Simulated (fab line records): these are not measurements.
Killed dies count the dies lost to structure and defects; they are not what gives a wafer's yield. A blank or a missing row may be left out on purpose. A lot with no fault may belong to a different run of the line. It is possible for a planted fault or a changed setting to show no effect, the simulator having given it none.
fab line records -- flow nandHarc
record lots=7, wafers=21, lastDay=32
route steps=1302 shown THIN_TSV@1282
lots that met no fault: from a run of the same line without faults
startH: start of the lot's first displayed wafer, in hours after the record's first day -- waitH: how many hours have passed since the lot's step before this one -- " identical to the entry in the row above -- L1.1+2: a row that stands for several wafers -- - either no value or no given start -- * or withheld: withheld -- < > ~ a bound
route shown NAME@n: NAME is a module with steps in the file, n the number in the route of the first one -- usual: mean/standard deviation of fault-free wafers -- same: alike in all rows -- chamber/n: place in a boat -- sites: readings site by site -- _std_site: the standard deviation of these -- _edge_site: inner sites' mean taken away from outer sites' mean -- radiusMm: how far each site lies from the wafer's centre -- mask NAME#n: copy n -- behind: tool/chamber where the wafer was last shaped -- hold: why the lot was held/for how many hours/how that ended -- device: the n, p or np transistor that did not switch -- end of line: the route-end tests of the same wafers -- a step with no rows: only its recipe -- killed: dies that structure and defects cost at the first sort, which is not the same as the wafer's yield -- map: a wafer's dies, marking killed ones x, the rest . and places with no die _
set.NAME: setting as actually run; set.NAME@STEP: the setting as run at that earlier step -- model.NAME: the simulator's own value behind a step, which no gauge read
a table for each step, a row for each wafer; lots at some steps of the route
services: the hour from which a tool's chamber was out of use, counted from the record's first day as startH (under 0 if before that day), plus the number of hours and why
## steps
# step NHARC_THIN_TSV_PVD_24
# recipe targetThkA=8000, powerW=withheld, chamberPressurePa=withheld, substrateTempC=withheld, timeS=withheld, gas=Ar, material=Al
# step NHARC_THIN_TSV_DEHYDRATE_25
# recipe tempC=150, timeS=120
# step NHARC_THIN_TSV_HMDS_26
# recipe timeS=30
# step NHARC_THIN_TSV_COAT_27
# recipe spinRpm=*
# step NHARC_THIN_TSV_SOFTBAKE_28
# recipe tempC=122, timeS=95
# step NHARC_THIN_TSV_EBR_29
# step NHARC_THIN_TSV_EXPOSE_30
# recipe na=0.55, doseMj=11.47, maskId=PAD
# step NHARC_THIN_TSV_PEB_31
# recipe pebTempC=118, pebTimeS=85
# step NHARC_THIN_TSV_DEVELOP_32
# recipe timeS=70
# step NHARC_THIN_TSV_CD_MEAS_33
# recipe targetCdNm=5000, landingEnergyEv=500
# usual cdNm=5000.2/1.8
lot.wafer,tool,chamber,startH,waitH,cdNm
L119.3,cdSem-01,0,623.94,-,5001.1
L119.4,cdSem-01,0,623.94,-,4999.3
L119.6,cdSem-01,0,623.94,-,4998.0
L123.1,cdSem-03,0,669.52,-,5004.2
L123.5,cdSem-03,0,669.52,-,5001.4
L123.6,cdSem-03,0,669.52,-,5001.3
L125.3,cdSem-02,0,684.52,-,4996.3
L125.4,cdSem-02,0,684.52,-,5003.2
L125.5,cdSem-02,0,684.52,-,5000.8
L127.1,cdSem-02,0,692.01,-,5002.2
L127.4,cdSem-02,0,692.01,-,5003.0
L127.5,cdSem-02,0,692.01,-,5002.3
L129.1,cdSem-03,0,693.28,-,5001.0
L129.4,cdSem-03,0,693.28,-,5003.1
L129.6,cdSem-03,0,693.28,-,5002.9
L135.1,cdSem-01,0,762.85,-,4999.9
L135.2,cdSem-01,0,762.85,-,4999.9
L135.5,cdSem-01,0,762.85,-,4999.5
L134.4,cdSem-03,0,763.99,-,5002.7
L134.5,cdSem-03,0,763.99,-,5001.8
L134.6,cdSem-03,0,763.99,-,5000.5
# step NHARC_THIN_TSV_HARDBAKE_34
# recipe tempC=125, timeS=80
# step NHARC_THIN_TSV_DESCUM_35
# recipe timeS=3, o2FlowSccm=200, arFlowSccm=0, biasPowerW=0, chemistry=O2
# usual drypumpMotorCurrentA=5.7/0.48, o2FlowSccm=200.0/0.61, oesProductAu=0.998/0.012, rfVppV=57.7/1, showerheadPlenumPTorr=1.92/0.075, throttleValvePct=11.309/0.01
lot.wafer,tool,chamber,startH,waitH,drypumpMotorCurrentA,o2FlowSccm,oesProductAu,rfHoursCounterH,rfVppV,showerheadPlenumPTorr,throttleValvePct
L119.4,rieDiel-10,3,624.12,-,6.7,199.7,0.995,0.2,56.0,1.91,11.321
L119.3,rieDiel-10,0,624.12,-,5.5,200.2,0.990,0.4,57.1,1.90,11.323
L119.6,rieDiel-10,1,624.12,-,5.4,200.6,0.983,-,59.2,2.04,11.303
L123.1,rieDiel-10,3,669.68,-,6.7,199.2,1.010,3.1,58.3,1.91,11.316
L123.5,rieDiel-10,3,669.68,-,6.6,200.5,1.008,-,57.3,1.91,11.304
L123.6,rieDiel-10,0,669.68,-,5.5,199.3,0.979,-,56.4,1.90,11.297
L125.4,rieDiel-01,3,684.68,-,5.5,199.7,1.002,6.7,59.0,2.06,11.297
L125.3,rieDiel-01,0,684.68,-,4.9,200.0,1.030,7.0,57.7,1.94,11.306
L125.5,rieDiel-01,3,684.68,-,5.5,200.6,1.002,-,58.3,2.06,11.299
L127.1,rieDiel-01,0,692.20,-,4.9,199.7,1.020,7.0,56.2,1.94,11.321
L127.4,rieDiel-01,1,692.20,-,5.6,199.9,0.998,6.9,58.0,1.82,11.299
L127.5,rieDiel-01,2,692.20,-,6.2,200.6,1.000,-,56.8,1.87,11.293
L129.4,rieDiel-12,2,693.44,-,5.3,199.4,0.999,3.8,58.2,1.89,11.297
L129.1,rieDiel-12,0,693.44,-,6.6,198.5,1.004,3.0,57.0,1.94,11.314
L129.6,rieDiel-12,3,693.44,-,5.5,199.8,0.987,-,57.3,1.85,11.315
L135.2,rieDiel-12,0,763.01,-,6.6,200.0,0.990,8.2,56.0,1.94,11.303
L135.1,rieDiel-12,1,763.01,-,5.8,200.4,0.988,9.1,59.0,1.85,11.317
L135.5,rieDiel-12,0,763.01,-,6.6,200.2,0.993,-,58.2,1.94,11.315
L134.4,rieDiel-01,1,764.15,-,5.6,201.1,0.992,1.2,56.8,1.82,11.300
L134.5,rieDiel-01,0,764.15,-,4.9,198.9,0.997,-,56.2,1.94,11.330
L134.6,rieDiel-01,1,764.15,-,5.6,200.5,0.987,-,56.5,1.82,11.320
# step NHARC_THIN_TSV_ETCH_59
# recipe targetDepthA=8800, icpW=900, biasW=100, Cl2_flow_sccm=60, bcl3FlowSccm=30, timeS=138.1, chemistry=Cl2/BCl3
# usual bcl3FlowSccm=30.00/0.085, biasW=100.0/0.31, drypumpMotorCurrentA=5.78/0.13, oesProductAu=1.000/0.012, rfFwdPowerW=896.2/2.8, throttleValvePct=22.264/0.0087
lot.wafer,tool,chamber,startH,waitH,bcl3FlowSccm,biasW,drypumpMotorCurrentA,oesProductAu,rfFwdPowerW,rfHoursCounterH,throttleValvePct
L119.3,rieMetal-02,1,624.30,0.1,30.04,99.5,5.82,0.999,895.4,-,22.280
L119.4,rieMetal-02,0,624.30,0.1,29.97,100.4,5.72,1.017,900.7,-,22.265
L119.6,rieMetal-02,0,624.30,0.1,29.98,100.0,5.72,1.012,894.0,-,22.272
L123.1,rieMetal-03,0,669.84,0.2,30.07,100.3,5.59,0.988,899.8,2.4,22.259
L123.6,rieMetal-03,1,669.84,0.2,29.95,100.3,5.64,0.986,892.9,-,22.277
L123.5,rieMetal-03,0,669.84,0.2,30.01,100.3,5.60,0.993,897.6,-,22.255
L125.3,rieMetal-01,1,684.87,0.2,-,-,-,-,-,-,-
L125.4,rieMetal-01,0,684.87,0.2,-,-,-,-,-,-,-
L125.5,rieMetal-01,1,684.87,0.2,-,-,-,-,-,-,-
L127.1,rieMetal-01,1,692.34,0.1,-,-,-,-,-,-,-
L127.4,rieMetal-01,1,692.34,0.1,-,-,-,-,-,-,-
L127.5,rieMetal-01,0,692.34,0.1,-,-,-,-,-,-,-
L129.1,rieMetal-02,1,693.61,0.1,-,-,-,-,-,-,-
L129.4,rieMetal-02,0,693.61,0.1,-,-,-,-,-,-,-
L129.6,rieMetal-02,0,693.61,0.1,-,-,-,-,-,-,-
L135.2,rieMetal-01,1,763.16,0.1,30.04,100.3,5.95,0.998,895.5,0.0,22.261
L135.1,rieMetal-01,0,763.16,0.1,29.97,100.1,5.89,0.993,900.2,0.0,22.272
L135.5,rieMetal-01,0,763.16,0.1,30.02,100.3,5.92,0.990,897.4,-,22.277
L134.4,rieMetal-03,1,764.34,0.2,30.07,100.0,5.62,1.000,895.6,-,22.262
L134.5,rieMetal-03,1,764.34,0.2,30.04,99.7,5.66,1.005,892.2,-,22.274
L134.6,rieMetal-03,0,764.34,0.2,30.11,100.1,5.58,1.005,895.3,-,22.249
# step NHARC_THIN_TSV_ETCH_36
# recipe targetDepthA=650, overEtchFrac=0.3, timeS=18.571, ionEnergyEv=150, chemistry=Cl2/BCl3
# usual chamberPressureMTorr=10.000/0.013, drypumpMotorCurrentA=5.78/0.14, oesProductAu=1.000/0.011
lot.wafer,tool,chamber,startH,waitH,chamberPressureMTorr,drypumpMotorCurrentA,oesProductAu,rfHoursCounterH
L119.3,rieMetal-02,1,624.49,0.2,9.998,5.81,0.999,-
L119.4,rieMetal-02,0,624.49,0.2,10.001,5.70,1.015,-
L119.6,rieMetal-02,1,624.49,0.2,10.013,5.81,0.998,-
L123.1,rieMetal-03,1,670.07,0.2,10.003,5.65,0.983,2.5
L123.6,rieMetal-03,0,670.07,0.2,10.002,5.60,0.985,-
L123.5,rieMetal-03,1,670.07,0.2,9.993,5.60,0.993,-
L125.4,rieMetal-01,1,685.07,0.1,10.005,5.97,0.998,-
L125.3,rieMetal-01,0,685.07,0.1,10.004,5.88,0.990,-
L125.5,rieMetal-01,0,685.07,0.1,10.014,5.88,0.977,-
L127.1,rieMetal-01,0,692.56,0.2,9.994,5.91,0.988,2.2
L127.4,rieMetal-01,1,692.56,0.2,9.991,5.94,0.994,-
L127.5,rieMetal-01,1,692.56,0.2,9.985,5.95,0.996,-
L129.1,rieMetal-02,0,693.84,0.2,9.996,5.70,1.007,1.2
L129.4,rieMetal-02,1,693.84,0.2,9.997,5.80,1.014,-
L129.6,rieMetal-02,1,693.84,0.2,10.002,5.77,1.004,-
L135.2,rieMetal-01,1,763.43,0.2,9.998,5.95,0.988,0.2
L135.1,rieMetal-01,0,763.43,0.2,9.997,5.91,1.001,0.2
L135.5,rieMetal-01,1,763.43,0.2,9.995,5.96,0.999,-
L134.4,rieMetal-03,0,764.54,0.2,10.009,5.62,0.996,-
L134.5,rieMetal-03,1,764.54,0.2,9.993,5.61,1.004,-
L134.6,rieMetal-03,0,764.54,0.2,9.998,5.61,0.994,-
## services
tool,chamber,startH,hours,kind
rieDiel-10,-,603.06,1.2,repair
rieDiel-12,-,622.40,9.0,pm
rieMetal-02,-,631.00,9.0,pm
rieMetal-02,0,631.00,9.0,ventCycle
rieMetal-02,1,631.00,9.0,ventCycle
rieMetal-02,0,640.00,-,clean
rieMetal-02,1,640.00,-,clean
rieDiel-01,0,645.39,6.2,repair
rieMetal-01,-,645.56,0.4,repair
rieDiel-10,0,651.72,6.3,repair
rieDiel-12,0,657.81,24.3,repair
rieDiel-12,1,687.56,3.6,repair
rieMetal-03,-,696.00,9.0,pm
rieMetal-03,0,696.00,9.0,ventCycle
rieDiel-12,-,732.71,0.6,repair
rieDiel-01,-,734.80,9.0,pm
rieDiel-10,1,735.59,13.2,repair
rieDiel-10,2,737.58,4.3,repair
rieMetal-01,-,752.00,9.0,pm
rieMetal-01,0,752.00,9.0,ventCycle
rieMetal-01,1,752.00,9.0,ventCycle
rieMetal-01,0,761.00,-,clean
rieMetal-01,1,761.00,-,clean
rieDiel-12,3,761.87,1.9,repair
## key
firstSign step=NHARC_THIN_TSV_ETCH_59, reading=toolRecord, direction=missing
effect none on later readings
metAt NHARC_THIN_TSV_ETCH_59
struckWafers L125.3,L125.4,L125.5,L127.1,L127.4,L127.5,L129.1,L129.4,L129.6
laterRowsLeftOut L125.3,L125.4,L125.5,L127.1,L127.4,L127.5,L129.1,L129.4,L129.6
sortLeftOut L125.3,L125.4,L125.5,L127.1,L127.4,L127.5,L129.1,L129.4,L129.6
onsetBetween 624.30 684.87
fault kind=skippedStepWhole, tool=rieMetal-01,rieMetal-02, chamber=-, onsetH=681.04, steps=NHARC_THIN_TSV_ETCH_59, scope=struckLotsOnly
# sortLeftOut: the simulated sort isn't trusted on such a fault, so these wafers' sort isn't shown, and their yield isn't known
# laterRowsLeftOut: the simulator's readings of these wafers behind a module that went badly wrong aren't trusted and aren't shown, but for the sort
